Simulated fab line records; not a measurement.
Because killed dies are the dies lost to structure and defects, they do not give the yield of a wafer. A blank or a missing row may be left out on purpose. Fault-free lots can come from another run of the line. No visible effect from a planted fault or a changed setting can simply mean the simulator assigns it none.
Check for tools in common :: flow nand_harc :: Sample size 11 lots and 33 wafers

== REASON FOR OPENING ==
Flagged at NHARC_THIN_TSV_INSPECT_40: reading raw_defect_count, on 3 of 11 lots. Wafers without a fault read 543, standard deviation 91.
Rule: flag the lot when none of its wafers has a number, or when each of its wafers that has one lies beyond 4 standard deviations from that mean. As for the other lots, they are considered sound.

lot: L513
measured: day 24 13:46
on: defect_inspect-02
raw_defect_count, wafer by wafer: 678 552 477
flag: 

lot: L512
measured: day 24 21:14
on: defect_inspect-01
raw_defect_count, wafer by wafer: 669 667 604
flag: 

lot: L514
measured: day 25 13:02
on: defect_inspect-02
raw_defect_count, wafer by wafer: 521 473 591
flag: 

lot: L521
measured: day 28 02:08
on: defect_inspect-02
raw_defect_count, wafer by wafer: 446 405 381
flag: 

lot: L523
measured: day 29 10:13
on: defect_inspect-02
raw_defect_count, wafer by wafer: 463 490 452
flag: 

lot: L527
measured: day 30 09:12
on: defect_inspect-02
raw_defect_count, wafer by wafer: 499 568 652
flag: 

lot: L529
measured: day 30 15:02
on: defect_inspect-01
raw_defect_count, wafer by wafer: 629 564 535
flag: 

lot: L532
measured: day 33 03:08
on: defect_inspect-01
raw_defect_count, wafer by wafer: 6268 6430 6223
flag: FLAGGED

lot: L535
measured: day 33 09:13
on: defect_inspect-01
raw_defect_count, wafer by wafer: 641 562 639
flag: 

lot: L533
measured: day 33 09:13
on: defect_inspect-02
raw_defect_count, wafer by wafer: 6243 6308 6407
flag: FLAGGED

lot: L534
measured: day 33 09:13
on: defect_inspect-01
raw_defect_count, wafer by wafer: 6375 6389 6416
flag: FLAGGED
The numbers of the flagged lots are 6340 on average: +5797 against the usual, or +64 standard deviations.

== LOT BY LOT: THE TOOL USED ==
3 process steps preceding the reading are held in the record, out of 1302 steps in the route. In each cell: the tool, then ch and the chambers that the sampled wafers went through, then the start.
lot: L513
flag: 
NHARC_A_BONDPAD_CMP_19: cmp-03 ch 0,1, day 23 16:11
NHARC_THIN_TSV_CMP_21: cmp-03 ch 0,3, day 24 06:13
NHARC_THIN_TSV_STRIP_56: plasma_asher-01 ch 0,1, day 24 08:27

lot: L512
flag: 
NHARC_A_BONDPAD_CMP_19: cmp-01 ch 0,1,2, day 23 19:04
NHARC_THIN_TSV_CMP_21: cmp-01 ch 0,3, day 24 11:59
NHARC_THIN_TSV_STRIP_56: plasma_asher-02 ch 0,1, day 24 14:14

lot: L514
flag: 
NHARC_A_BONDPAD_CMP_19: cmp-01 ch 1,2,3, day 24 12:27
NHARC_THIN_TSV_CMP_21: cmp-02 ch 1,2,3, day 25 05:25
NHARC_THIN_TSV_STRIP_56: plasma_asher-02 ch 0,1, day 25 07:40

lot: L521
flag: 
NHARC_A_BONDPAD_CMP_19: cmp-04 ch 1,2, day 26 21:03
NHARC_THIN_TSV_CMP_21: cmp-03 ch 0,3, day 27 16:52
NHARC_THIN_TSV_STRIP_56: plasma_asher-01 ch 0,1, day 27 19:07

lot: L523
flag: 
NHARC_A_BONDPAD_CMP_19: cmp-04 ch 0,1,2, day 28 04:26
NHARC_THIN_TSV_CMP_21: cmp-01 ch 2,3, day 29 02:43
NHARC_THIN_TSV_STRIP_56: plasma_asher-02 ch 0,1, day 29 05:01

lot: L527
flag: 
NHARC_A_BONDPAD_CMP_19: cmp-03 ch 0,1,2, day 29 08:14
NHARC_THIN_TSV_CMP_21: cmp-02 ch 0,1,3, day 30 01:35
NHARC_THIN_TSV_STRIP_56: plasma_asher-02 ch 0,1, day 30 03:53

lot: L529
flag: 
NHARC_A_BONDPAD_CMP_19: cmp-04 ch 0,1,3, day 29 13:35
NHARC_THIN_TSV_CMP_21: cmp-03 ch 0,2,3, day 30 06:58
NHARC_THIN_TSV_STRIP_56: plasma_asher-02 ch 0,1, day 30 09:43

lot: L532
flag: FLAGGED
NHARC_A_BONDPAD_CMP_19: cmp-04 ch 0,1, day 31 16:42
NHARC_THIN_TSV_CMP_21: cmp-01 ch 0,1,2, day 32 16:38
NHARC_THIN_TSV_STRIP_56: plasma_asher-02 ch 0,1, day 32 20:00

lot: L535
flag: 
NHARC_A_BONDPAD_CMP_19: cmp-01 ch 0,1,3, day 32 04:47
NHARC_THIN_TSV_CMP_21: cmp-01 ch 2,3, day 32 23:55
NHARC_THIN_TSV_STRIP_56: plasma_asher-02 ch 0,1, day 33 02:18

lot: L533
flag: FLAGGED
NHARC_A_BONDPAD_CMP_19: cmp-04 ch 0,2,3, day 32 06:26
NHARC_THIN_TSV_CMP_21: cmp-01 ch 0,1,2, day 33 01:28
NHARC_THIN_TSV_STRIP_56: plasma_asher-01 ch 0,1, day 33 03:44

lot: L534
flag: FLAGGED
NHARC_A_BONDPAD_CMP_19: cmp-03 ch 0,1,2, day 32 03:08
NHARC_THIN_TSV_CMP_21: cmp-03 ch 0,1,3, day 32 23:47
NHARC_THIN_TSV_STRIP_56: plasma_asher-01 ch 0,1, day 33 02:02
What these steps do:
- NHARC_A_BONDPAD_CMP_19: polishes, t overpolish 30 s, cu recess touch 16 s, target thk 169.82 nm.
- NHARC_THIN_TSV_CMP_21: polishes, t overpolish 30 s, target thk 2000 nm.
- NHARC_THIN_TSV_STRIP_56: strips in O2.
- NHARC_THIN_TSV_INSPECT_40

== FLAGGED OVER TOTAL, TOOL BY TOOL (the gauges that took the reading come last) ==
step: NHARC_A_BONDPAD_CMP_19
tool: cmp-01
lots run: 3
flagged: 0
share of the flagged lots: none
sound lots run after its first flagged lot: -

step: NHARC_A_BONDPAD_CMP_19
tool: cmp-03
lots run: 3
flagged: 1
share of the flagged lots: some
sound lots run after its first flagged lot: 0

step: NHARC_A_BONDPAD_CMP_19
tool: cmp-04
lots run: 5
flagged: 2
share of the flagged lots: some
sound lots run after its first flagged lot: 0

step: NHARC_THIN_TSV_CMP_21
tool: cmp-01
lots run: 5
flagged: 2
share of the flagged lots: some
sound lots run after its first flagged lot: 1 (L535)

step: NHARC_THIN_TSV_CMP_21
tool: cmp-02
lots run: 2
flagged: 0
share of the flagged lots: none
sound lots run after its first flagged lot: -

step: NHARC_THIN_TSV_CMP_21
tool: cmp-03
lots run: 4
flagged: 1
share of the flagged lots: some
sound lots run after its first flagged lot: 0

step: NHARC_THIN_TSV_STRIP_56
tool: plasma_asher-01
lots run: 4
flagged: 2
share of the flagged lots: some
sound lots run after its first flagged lot: 0

step: NHARC_THIN_TSV_STRIP_56
tool: plasma_asher-02
lots run: 7
flagged: 1
share of the flagged lots: some
sound lots run after its first flagged lot: 1 (L535)

step: NHARC_THIN_TSV_INSPECT_40
tool: defect_inspect-01
lots run: 5
flagged: 2
share of the flagged lots: some
sound lots run after its first flagged lot: 1 (L535)

step: NHARC_THIN_TSV_INSPECT_40
tool: defect_inspect-02
lots run: 6
flagged: 1
share of the flagged lots: some
sound lots run after its first flagged lot: 0

== THE TABLE: WHAT IT ALLOWS ==
No row of the table ran every flagged lot.

== WHAT HAD BEEN PUT IN BY THE SIMULATOR ==
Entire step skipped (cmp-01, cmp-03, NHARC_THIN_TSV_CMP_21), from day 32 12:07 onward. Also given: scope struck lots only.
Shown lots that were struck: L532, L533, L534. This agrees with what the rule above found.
